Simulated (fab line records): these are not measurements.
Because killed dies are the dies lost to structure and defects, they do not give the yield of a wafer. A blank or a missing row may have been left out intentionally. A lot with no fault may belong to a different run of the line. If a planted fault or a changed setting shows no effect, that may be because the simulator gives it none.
Chamber matching + flow n5-finfet + 4 sister chambers for N5_GATE_CUT_ETCH_58 on rie-diel-01
The step etches SiNx in CH3F/O2, target depth 17 nm, time 128.6 s. 4 wafers are shown with their chamber, then 10 later ones without.

== WAFERS, EACH WITH ITS CHAMBER ==
| wafer  | chamber | showerhead-plenum-p-Torr (Torr) |
|--------|---------|---------------------------------|
| L088.3 | 2       | 2.00                            |
| L088.4 | 3       | 2.10                            |
| L092.2 | 0       | 2.02                            |
| L092.4 | 1       | 1.97                            |

== WAFERS WITHOUT THEIR CHAMBER ==
| wafer  | showerhead-plenum-p-Torr (Torr) |
|--------|---------------------------------|
| L092.6 | 1.99                            |
| L094.1 | 1.99                            |
| L094.2 | 2.09                            |
| L094.6 | 1.97                            |
| L095.1 | 2.09                            |
| L095.3 | 1.96                            |
| L095.5 | 1.96                            |
| L097.2 | 1.99                            |
| L097.4 | 2.09                            |
| L097.6 | 1.99                            |

== EACH ONE'S CHAMBER ==
| wafer  | from the rows above     | in truth |
|--------|-------------------------|----------|
| L092.6 | can't be placed: 2 or 1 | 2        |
| L094.1 | can't be placed: 2 or 1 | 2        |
| L094.2 | 3                       | 3        |
| L094.6 | 1                       | 1        |
| L095.1 | 3                       | 3        |
| L095.3 | 1                       | 1        |
| L095.5 | 1                       | 1        |
| L097.2 | can't be placed: 2 or 1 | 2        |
| L097.4 | 3                       | 3        |
| L097.6 | can't be placed: 2 or 1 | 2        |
Correct placement for 6 of the 10. These rows do not allow placing 4 (true chamber among the candidates in 4). Placed wrongly: 0.
How it was worked out, from the rows above alone: a wafer's distance from a chamber is the root of the sum, over the readings, of the square of ((its reading less the chamber's mean) divided by the reading's scatter). The wafer belongs to the nearest chamber; if the next one is less than 2 further off, it can't be placed. Each chamber's mean is taken over the wafers shown for it. The scatter (one wafer shown for each chamber): square how far every hidden wafer sits from the nearest shown wafer, average those squares and take the square root.
